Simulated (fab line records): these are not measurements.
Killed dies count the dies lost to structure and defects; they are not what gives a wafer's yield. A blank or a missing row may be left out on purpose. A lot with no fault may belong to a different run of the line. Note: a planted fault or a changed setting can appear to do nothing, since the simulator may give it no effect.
fab line records	flow nandHarc
record lots=13	wafers=39	lastDay=29
route steps=1159 shown A_M0@1025 A_M1@1033
lots that met no fault: taken from a fault-free run of the same line
startH: hours from the record's opening day to when the first of the lot's shown wafers began	waitH: hours elapsed since this lot's preceding step	" unchanged from the row above	L1.1+2: a single row standing in for several wafers	- no value present, or no start provided	* or withheld: withheld	< > ~ a bound
route shown NAME@n: a module of which the file shows steps, and the number in the route of the first	usual: average and standard deviation across the fault-free wafers	same: alike in all rows	chamber/n: place in a boat	sites: per-site readings	_std_site: the values' standard deviation	_edge_site: outer sites' mean less inner sites'	radiusMm: for every site, how far away it sits from the centre of the wafer	mask NAME#n: copy n	behind: the most recent tool/chamber to have shaped the wafer	hold: why the lot was held/for how many hours/how that ended	device: the n, p or np transistor that did not switch	end of line: tests run on the same wafers once the route is complete	for a step that has no rows: nothing shown but its recipe	killed: dies lost to structure and defects at the first sort, not the wafer's yield	map: per-die view of a wafer (x killed, . not killed, _ where there is no die)
set.NAME: the setting that was run; set.NAME@STEP: the one run at that earlier step	model.NAME: the simulator's own value behind a step, which no gauge read
steps of the route over a sample of lots; a table a step, a row a wafer
services: a tool's chamber out of use, with start hour (startH, from the record's first day; less than 0 if before it), hours out, and reason
## steps
# step NHARC_A_M0_DEP_32
# recipe targetThkA=300	tempC=370	targetThkNm=30	pressureTorr=3	flowSccm=200	rfW=450	material=SiCN
# usual heaterPowerOuterW=341/52	heaterPowerW=588/82
lot.wafer	tool	chamber	startH	waitH	heaterPowerOuterW	heaterPowerW
L651.1	pecvd-02	1	540.14	0.1	337	530
L651.2	"	2	"	"	357	581
L651.5	"	2	"	"	361	590
L658.2	pecvd-02	1	541.00	0.1	301	466
L658.1	"	0	"	"	294	522
L658.5	"	2	"	"	388	617
L656.4	pecvd-01	0	547.86	0.2	291	543
L656.6	"	1	"	"	332	529
L656.5	"	2	"	"	405	690
L657.3	pecvd-01	0	552.22	0.1	256	492
L657.2	"	1	"	"	329	535
L657.6	"	0	"	"	259	501
L660.2	pecvd-03	1	552.65	0.1	351	598
L660.4	"	2	"	"	315	623
L660.5	"	0	"	"	368	710
L659.3	pecvd-03	2	553.87	0.1	298	619
L659.2	"	0	"	"	344	668
L659.5	"	1	"	"	367	643
L663.1	pecvd-02	1	558.26	0.1	330	507
L663.2	"	2	"	"	417	667
L663.6	"	0	"	"	290	501
L667.5	pecvd-02	1	584.49	0.2	307	495
L667.4	"	2	"	"	369	607
L667.6	"	0	"	"	317	564
L671.2	pecvd-01	0	589.09	0.1	328	583
L671.5	"	0	"	"	237	466
L671.4	"	2	"	"	428	680
L670.1	pecvd-03	1	590.46	0.1	355	623
L670.3	"	2	"	"	320	620
L670.6	"	2	"	"	311	632
L662.1	pecvd-03	0	604.60	0.1	387	710
L662.3	"	1	"	"	392	689
L662.5	"	0	"	"	379	713
L673.1	pecvd-01	0	615.30	0.1	262	509
L673.2	"	1	"	"	349	544
L673.6	"	1	"	"	340	545
L672.1	pecvd-01	0	616.44	0.1	319	568
L672.4	"	1	"	"	319	515
L672.5	"	2	"	"	448	715
# step NHARC_A_M1_EXPOSE_06
# recipe na=1.35	targetCdNm=120	doseMj=75.13	maskId=A_M1
# usual exposureDoseMJCm2=75.14/0.066	stageVelMmS=499.97/0.22
lot.wafer	tool	chamber	startH	waitH	mask	exposureDoseMJCm2	stageVelMmS
L651.1	arfiScanner-01	0	541.21	-	A_M1#0	75.14	500.06
L651.2	"	0	"	"	A_M1#0	75.24	500.08
L651.5	"	0	"	"	A_M1#0	75.20	500.21
L658.1	arfiScanner-03	0	542.12	-	A_M1#0	75.17	500.22
L658.2	"	0	"	"	A_M1#0	75.12	500.14
L658.5	"	0	"	"	A_M1#0	75.04	500.08
L656.4	arfiScanner-03	0	548.78	-	A_M1#0	75.17	499.74
L656.5	"	0	"	"	A_M1#0	75.23	499.83
L656.6	"	0	"	"	A_M1#0	75.14	499.86
L657.2	arfiScanner-02	0	553.33	-	A_M1#0	75.14	499.46
L657.3	"	0	"	"	A_M1#0	75.16	500.04
L657.6	"	0	"	"	A_M1#0	75.13	499.97
L660.2	arfiScanner-02	0	553.67	-	A_M1#0	75.26	499.79
L660.4	"	0	"	"	A_M1#0	75.26	499.97
L660.5	"	0	"	"	A_M1#0	75.23	499.78
L659.2	arfiScanner-02	0	554.80	-	A_M1#0	75.19	500.29
L659.3	"	0	"	"	A_M1#0	75.19	500.31
L659.5	"	0	"	"	A_M1#0	75.14	500.05
L663.1	arfiScanner-03	0	559.36	-	A_M1#0	75.28	499.83
L663.2	"	0	"	"	A_M1#0	75.13	500.09
L663.6	"	0	"	"	A_M1#0	75.14	499.94
L667.4	arfiScanner-03	0	585.91	-	A_M1#0	75.15	500.03
L667.5	"	0	"	"	A_M1#0	75.07	499.82
L667.6	"	0	"	"	A_M1#0	75.13	499.75
L671.2	arfiScanner-02	0	590.18	-	A_M1#0	75.02	499.81
L671.4	"	0	"	"	A_M1#0	75.12	500.03
L671.5	"	0	"	"	A_M1#0	75.18	499.82
L670.1	arfiScanner-03	0	591.68	-	A_M1#0	74.12	499.87
L670.3	"	0	"	"	A_M1#0	74.18	499.96
L670.6	"	0	"	"	A_M1#0	74.16	499.85
L662.1	arfiScanner-02	0	605.58	-	A_M1#0	75.22	500.01
L662.3	"	0	"	"	A_M1#0	75.07	500.02
L662.5	"	0	"	"	A_M1#0	75.25	499.88
L673.1	arfiScanner-02	0	616.24	-	A_M1#0	75.21	499.73
L673.2	"	0	"	"	A_M1#0	75.28	499.57
L673.6	"	0	"	"	A_M1#0	75.13	500.09
L672.1	arfiScanner-01	0	617.50	-	A_M1#0	75.20	499.93
L672.4	"	0	"	"	A_M1#0	75.13	500.09
L672.5	"	0	"	"	A_M1#0	75.05	500.23
# step NHARC_A_M1_CD_MEAS_09
# recipe targetCdNm=120	landingEnergyEv=500
# usual cdNm=120.1/0.54
lot.wafer	tool	chamber	startH	waitH	cdNm
L651.1	cdSem-02	0	541.35	-	119.7
L651.2	"	0	"	"	119.7
L651.5	"	0	"	"	120.2
L658.1	cdSem-02	0	542.26	-	120.6
L658.2	"	0	"	"	120.3
L658.5	"	0	"	"	120.3
L656.4	cdSem-03	0	548.91	-	120.1
L656.5	"	0	"	"	120.0
L656.6	"	0	"	"	119.8
L657.2	cdSem-02	0	553.47	-	119.6
L657.3	"	0	"	"	119.7
L657.6	"	0	"	"	119.8
L660.2	cdSem-03	0	553.82	-	119.5
L660.4	"	0	"	"	121.0
L660.5	"	0	"	"	120.6
L659.2	cdSem-02	0	554.94	-	120.1
L659.3	"	0	"	"	120.5
L659.5	"	0	"	"	120.0
L663.1	cdSem-01	0	559.50	-	119.2
L663.2	"	0	"	"	119.3
L663.6	"	0	"	"	119.3
L667.4	cdSem-02	0	586.04	-	119.6
L667.5	"	0	"	"	119.5
L667.6	"	0	"	"	119.8
L671.2	cdSem-01	0	590.32	-	120.1
L671.4	"	0	"	"	119.6
L671.5	"	0	"	"	119.7
L670.1	cdSem-03	0	591.82	-	124.3
L670.3	"	0	"	"	121.7
L670.6	"	0	"	"	125.8
L662.1	cdSem-01	0	605.72	-	119.3
L662.3	"	0	"	"	119.5
L662.5	"	0	"	"	119.7
L673.1	cdSem-01	0	616.38	-	120.3
L673.2	"	0	"	"	120.4
L673.6	"	0	"	"	121.6
L672.1	cdSem-02	0	617.64	-	120.0
L672.4	"	0	"	"	120.6
L672.5	"	0	"	"	119.8
# step NHARC_A_M1_OVL_MEAS_10
# recipe pitchNm=240
# usual overlayXNm=0.1/0.72	overlayYNm=0.4/0.83
lot.wafer	tool	chamber	startH	waitH	overlayXNm	overlayYNm
L651.1	overlay-01	-	541.43	-	1.2	0.9
L651.2	"	-	"	"	1.1	0.7
L651.5	"	-	"	"	0.4	0.4
L658.1	overlay-01	-	542.35	-	-0.4	0.7
L658.2	"	-	"	"	0.6	1.2
L658.5	"	-	"	"	0.3	0.9
L656.4	overlay-02	-	549.00	-	0.3	0.0
L656.5	"	-	"	"	0.5	0.3
L656.6	"	-	"	"	0.3	-0.1
L657.2	overlay-02	-	553.56	-	0.1	1.6
L657.3	"	-	"	"	-0.1	1.6
L657.6	"	-	"	"	-0.3	1.6
L660.2	overlay-01	-	553.90	-	0.6	1.4
L660.4	"	-	"	"	-0.4	1.5
L660.5	"	-	"	"	-0.2	1.6
L659.2	overlay-02	-	555.03	-	-0.1	1.1
L659.3	"	-	"	"	0.4	0.8
L659.5	"	-	"	"	0.0	0.8
L663.1	overlay-01	-	559.59	-	0.7	0.8
L663.2	"	-	"	"	0.6	0.6
L663.6	"	-	"	"	0.3	0.5
L667.4	overlay-01	-	586.13	-	0.0	-0.1
L667.5	"	-	"	"	0.1	-0.2
L667.6	"	-	"	"	0.3	-0.2
L671.2	overlay-02	-	590.41	-	0.1	0.8
L671.4	"	-	"	"	0.5	0.8
L671.5	"	-	"	"	0.6	1.0
L670.1	overlay-01	-	591.91	-	0.5	-0.4
L670.3	"	-	"	"	1.1	-0.1
L670.6	"	-	"	"	0.7	0.0
L662.1	overlay-02	-	605.81	-	-1.7	0.5
L662.3	"	-	"	"	-0.8	0.5
L662.5	"	-	"	"	-1.1	0.2
L673.1	overlay-02	-	616.47	-	0.4	0.5
L673.2	"	-	"	"	0.8	-0.2
L673.6	"	-	"	"	0.4	-0.1
L672.1	overlay-01	-	617.73	-	0.0	0.0
L672.4	"	-	"	"	-0.1	-0.2
L672.5	"	-	"	"	-0.5	-0.7
# step NHARC_A_M1_DEGAS_29
# recipe tempC=250	timeS=60
# usual heaterPowerW=340/39
lot.wafer	tool	chamber	startH	waitH	heaterPowerW
L651.2	pvdSputter-02	-	542.55	-	323
L651.1	"	-	"	"	348
L651.5	"	-	"	"	415
L658.2	pvdSputter-03	-	543.59	-	316
L658.1	"	-	"	"	314
L658.5	"	-	"	"	305
L656.4	pvdSputter-01	-	550.14	-	325
L656.6	"	-	"	"	391
L656.5	"	-	"	"	318
L657.3	pvdSputter-02	-	554.68	-	326
L657.2	"	-	"	"	354
L657.6	"	-	"	"	334
L660.4	pvdSputter-03	-	555.02	-	310
L660.2	"	-	"	"	304
L660.5	"	-	"	"	319
L659.3	pvdSputter-03	-	556.15	-	305
L659.2	"	-	"	"	309
L659.5	"	-	"	"	307
L663.2	pvdSputter-02	-	560.76	-	348
L663.1	"	-	"	"	341
L663.6	"	-	"	"	319
L667.4	pvdSputter-03	-	587.81	-	314
L667.6	"	-	"	"	303
L667.5	"	-	"	"	316
L671.2	pvdSputter-03	-	591.55	-	319
L671.4	"	-	"	"	308
L671.5	"	-	"	"	308
L670.1	pvdSputter-03	-	593.13	-	306
L670.3	"	-	"	"	302
L670.6	"	-	"	"	307
L662.3	pvdSputter-02	-	606.93	-	335
L662.1	"	-	"	"	340
L662.5	"	-	"	"	336
L673.2	pvdSputter-01	-	617.61	-	383
L673.1	"	-	"	"	393
L673.6	"	-	"	"	336
L672.4	pvdSputter-03	-	618.86	-	322
L672.1	"	-	"	"	310
L672.5	"	-	"	"	317
## services
tool	chamber	startH	hours	kind
pvdSputter-03	-	518.33	1.3	repair
pecvd-02	0	528.14	-	clean
pecvd-02	1	528.14	-	clean
pecvd-02	2	528.14	-	clean
arfiScanner-01	-	542.20	0.8	repair
arfiScanner-01	-	543.04	4.0	pm
pvdSputter-02	-	570.07	10.0	pm
arfiScanner-01	-	591.80	1.4	repair
pecvd-02	-	596.96	1.1	repair
pecvd-01	-	599.40	13.0	pm
pecvd-01	0	599.40	13.0	ventCycle
pecvd-01	1	599.40	13.0	ventCycle
pecvd-01	2	599.40	13.0	ventCycle
arfiScanner-02	-	600.00	4.0	pm
pecvd-01	0	612.40	-	clean
pecvd-01	1	612.40	-	clean
pecvd-01	2	612.40	-	clean
## key
firstSign step=NHARC_A_M1_EXPOSE_06	reading=exposureDoseMJCm2	direction=down	sigmas=15	usual=75.14	struck=74.15
effect step=NHARC_A_M1_CD_MEAS_09	reading=cdNm	direction=up	sigmas=7.2	usual=120.1	struck=124.0	through=controlLoop
metAt NHARC_A_M1_EXPOSE_06
struckLots L670
sortLeftOut L670.1,L670.3,L670.6
loopTrim step=NHARC_A_M1_EXPOSE_06	setting=dose	lots=L670
notActingAt NHARC_A_M0_DEP_32,NHARC_A_M1_OVL_MEAS_10,NHARC_A_M1_DEGAS_29
onsetBetween 585.91 591.68
fault kind=processParameterDrift	tool=arfiScanner-03	chamber=-	onsetH=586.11	steps=NHARC_A_M1_EXPOSE_06	channel=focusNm	offset=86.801	spreadByWafer=0.3	shape=step
# sortLeftOut: the simulated sort isn't trusted on such a fault, so these wafers' sort isn't shown, and their yield isn't known
# loopTrim: a control loop set the setting to another value than it would have without faults
